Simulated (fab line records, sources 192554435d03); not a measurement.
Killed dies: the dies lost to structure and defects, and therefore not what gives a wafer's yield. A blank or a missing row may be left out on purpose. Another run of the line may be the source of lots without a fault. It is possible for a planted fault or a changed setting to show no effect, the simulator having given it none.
Problem report in the 8D (eight disciplines) form, filled by code -- flow n5Finfet -- the parts of the form that need people (team, actions taken, sign-off) are left out

== 1. WHAT WENT WRONG ==
Wafers without a fault read 40, standard deviation 12; killedAtFrontEnd at N5_PASSIVATION_PROBE_49 reads a mean of 156 on 6 wafers belonging to 2 lots. That is +9.7 standard deviations from the usual mean.
First observed at day 18 05:10: wafer L819.2, on prober-02. The record has a number at this step for 36 wafers belonging to 12 lots. The rule behind "out" and "out of limits": a value lying over 4 standard deviations away from the usual mean. The other wafers with a number count as sound.

== 2. WHAT THIS IS AND IS NOT ==
question,is,is not
which readings at this step,"killedAtFrontEnd, killedDies","killed_at_M0_to_M3, killed_at_M4_up, killedAtContacts, killedShort"
which lots,"L817, L819","L802, L803, L804, L805, L806, L808, L809, L810, L820, L821"
which wafers of those lots,all that have a number,-
read on which tools,"prober-01, prober-02",-
when,from day 18 05:10,"up to then (24 sound wafers); but 6 sound wafers of L820, L821 came after"

== 3. WHAT RULES OUT EACH SUSPECT ==
Counting: a tool stays on the suspect list if, at a process step up to the reading, it processed all lots that are out and no sound lot following the first of them.
- wetBench-04 at N5_SDB_PRECLEAN_39 (cleans in O3/DIW, time 45 s): kept. It processed each lot that is out, first L817 at day 8 03:04, and no sound lot thereafter; up to then, the last sound lot it processed was L810 at day 6 07:52.
The count leaves wetBench-04 at N5_SDB_PRECLEAN_39.

== 4. THE CAUSE (what the simulator had put in) ==
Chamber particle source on wetBench-04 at N5_SDB_PRECLEAN_39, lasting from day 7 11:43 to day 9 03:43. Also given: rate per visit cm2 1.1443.
This tool alone remained once counting was done.

== 5. THE EFFECT CHAIN, in route order ==
Each row: a reading whose mean over the struck wafers that have a number lies more than 3 standard deviations from the usual. Scope: only readings with a usual standard deviation given in the record; hours: median across lots of the time from each lot's start at the first step in this table that gives one to its start at this step; sigmas: change in usual standard deviations.
hours,step,reading,usual,on struck wafers,change,sigmas
0,N5_PASSIVATION_PROBE_49,killedAtFrontEnd,40,156,+116,+9.7
0,N5_PASSIVATION_PROBE_49,killedDies,105,214,+109,+6.4
Here are the process steps it includes:
- N5_PASSIVATION_PROBE_49

== 6. WHAT WOULD HAVE CAUGHT IT SOONER ==
The fault began at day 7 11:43; the first out-of-limits reading in this record came at day 18 05:10, 257 hours later.
Tool readings at N5_SDB_PRECLEAN_39 with a usual standard deviation given in the record: none out on any struck wafer, hence no alarm at a limit of 4 standard deviations on them.
By day 18 05:10 the whole set of lots that are out, 2 in number, had already begun N5_SDB_PRECLEAN_39 on wetBench-04. None of them would have been spared by holding the tool at that moment.
